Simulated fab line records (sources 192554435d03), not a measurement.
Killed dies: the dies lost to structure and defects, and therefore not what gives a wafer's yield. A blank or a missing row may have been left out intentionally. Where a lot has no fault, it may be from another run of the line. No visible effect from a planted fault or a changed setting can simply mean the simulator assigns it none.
One fault through the eyes of 2 desks | flow n5_finfet | what lay behind the numbers comes last; until then each desk has only its own

== THE DEFECT DESK ==
Lot by lot, what the route's inspections counted, given as the mean of those sampled wafers with a number. The brackets show how far a lot's mean lies from the usual mean; more than 4 standard deviations puts the lot out of limits, marked OUT.
Columns: A = raw_defect_count at N5_BEOL_M5_INSPECT_58, usual 61; B = raw_defect_count at N5_BEOL_M6_INSPECT_13, usual 373
lot  | first seen here | A             | B
L452 | day 9 08:31     | 59            | 364
L455 | day 9 21:44     | 72            | 389
L459 | day 10 14:23    | 41            | 315
L460 | day 11 01:18    | 57            | 346
L458 | day 11 05:50    | 42            | 271
L457 | day 11 06:09    | 76            | 383
L466 | day 12 21:29    | 536 (+26) OUT | 746 (+4.0) OUT
L467 | day 13 02:29    | 495 (+24) OUT | 849 (+5.1) OUT
L470 | day 13 06:08    | 40            | 342
L475 | day 14 14:55    | 72            | 469
L474 | day 14 19:35    | 52            | 381
This desk's finding: out of limits on L466, L467; first on L466, day 12 21:29 (raw_defect_count at N5_BEOL_M5_INSPECT_58). L452, L455, L459, L460, L458, L457, L470, L475, L474 stayed within limits.

== AT THE TOOL OWNER'S DESK: pecvd-01 ==
The tool's own readings at N5_BEOL_M5_PRE_CLEAN_55 (time 15 s): means of the sampled wafers that have a number, for each lot that ran on this tool. The brackets show how far a lot's mean lies from the usual mean; more than 4 standard deviations puts the lot out of limits, marked OUT.
Columns: A = rf_fwd_power_W at N5_BEOL_M5_PRE_CLEAN_55, usual 294.3 W
lot  | first seen here | A
L452 | day 9 08:24     | 293.9
L459 | day 10 14:16    | 295.0
L466 | day 12 21:20    | 294.4
L467 | day 13 02:14    | 294.0
This desk found nothing out of limits on any of the 4 lots.

== ALL TOGETHER ==
The defect desk could have raised an alarm at day 12 21:29, on L466, L467.
Nothing out of limits was seen by the tool owner's desk.
Tool owner's desk: L466, L467 on record, inside its limits.
The lots listed all ran N5_BEOL_M5_PRE_CLEAN_55 on pecvd-01.

== WHAT THE SIMULATOR HAD INSERTED ==
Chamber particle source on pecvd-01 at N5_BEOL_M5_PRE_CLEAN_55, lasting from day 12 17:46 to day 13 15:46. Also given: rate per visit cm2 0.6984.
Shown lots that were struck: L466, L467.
Hours from the fault's start to each desk's first reading out of limits: the defect desk, 4.
